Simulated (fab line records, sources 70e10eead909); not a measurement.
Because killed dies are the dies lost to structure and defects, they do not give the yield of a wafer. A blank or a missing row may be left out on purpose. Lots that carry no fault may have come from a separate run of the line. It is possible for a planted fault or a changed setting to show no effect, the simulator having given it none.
Which of the tools did it? + flow nand-harc + 7 lots with 21 wafers sampled at 3 steps, on a route of 1159 steps

WHAT THE GAUGES SHOWED, per wafer
NHARC_P_M2_CD_MEAS_09: target cd 170 nm.
| lot  | measured     | on        | cd-nm (nm)        |
|------|--------------|-----------|-------------------|
| L282 | day 6 15:35  | cd-sem-02 | 168.9 170.0 169.5 |
| L284 | day 6 23:20  | cd-sem-03 | 170.1 170.3 170.9 |
| L286 | day 7 02:40  | cd-sem-03 | 170.8 170.3 169.9 |
| L289 | day 8 12:17  | cd-sem-02 | 170.0 169.2 169.7 |
| L293 | day 9 13:01  | cd-sem-03 | 187.5 187.6 170.6 |
| L302 | day 11 06:56 | cd-sem-02 | 169.9 170.1 170.8 |
| L303 | day 11 14:17 | cd-sem-02 | 169.4 169.7 169.6 |

WHAT TOOL EACH LOT RAN ON (gives the tool, then ch and the chambers of the sampled wafers, and finally the start)
| lot  | NHARC_P_M1_STRIP_18                | NHARC_P_M2_PEB_07                 |
|------|------------------------------------|-----------------------------------|
| L282 | rie-diel-09 ch 0,2, day 6 11:59    | litho-track-06 ch 0, day 6 15:30  |
| L284 | rie-diel-11 ch 0,1,3, day 6 19:35  | litho-track-01 ch 0, day 6 23:15  |
| L286 | rie-diel-11 ch 0,2,3, day 6 23:05  | litho-track-06 ch 0, day 7 02:35  |
| L289 | rie-diel-13 ch 2,3, day 8 08:32    | litho-track-04 ch 0, day 8 12:12  |
| L293 | rie-diel-11 ch 0,1,3, day 9 09:16  | litho-track-01 ch 0, day 9 12:56  |
| L302 | rie-diel-09 ch 0,1,3, day 11 03:28 | litho-track-06 ch 0, day 11 06:52 |
| L303 | rie-diel-11 ch 1,2, day 11 10:46   | litho-track-04 ch 0, day 11 14:12 |
- NHARC_P_M1_STRIP_18: strips in N2/H2.
- NHARC_P_M2_PEB_07: peb time 65 s.

THE ANSWER, worked out from the rows above alone
Rule: the usual values come from the lots themselves. Put in order of their means at a reading, lots are off if they are a third of the lots or fewer, leave a main group of 4 or more, and stand apart from it by a gap of 3 or more times the standard deviation of the main group's means; of several such gaps the widest counts. If all means in a main group match to the digits the tables above print for the reading, that group is not used. A lot without any number at a reading at which 4 lots or more have one is off too. Any other lot the step has rows for is counted as sound.
Off at NHARC_P_M2_CD_MEAS_09 (cd-nm): L293. Mean 169.9 nm and standard deviation 0.4 in the main group.
A tool fits if, at a process step before that reading, it ran every lot that is off, and no sound lot after the first of them. Those tools and the gauges at NHARC_P_M2_CD_MEAS_09 are tried in the same way. 2 tools fit, litho-track-01 at NHARC_P_M2_PEB_07 and cd-sem-03 at NHARC_P_M2_CD_MEAS_09, so this cannot tell which one it is.

WHAT THE SIMULATOR HAD INSERTED
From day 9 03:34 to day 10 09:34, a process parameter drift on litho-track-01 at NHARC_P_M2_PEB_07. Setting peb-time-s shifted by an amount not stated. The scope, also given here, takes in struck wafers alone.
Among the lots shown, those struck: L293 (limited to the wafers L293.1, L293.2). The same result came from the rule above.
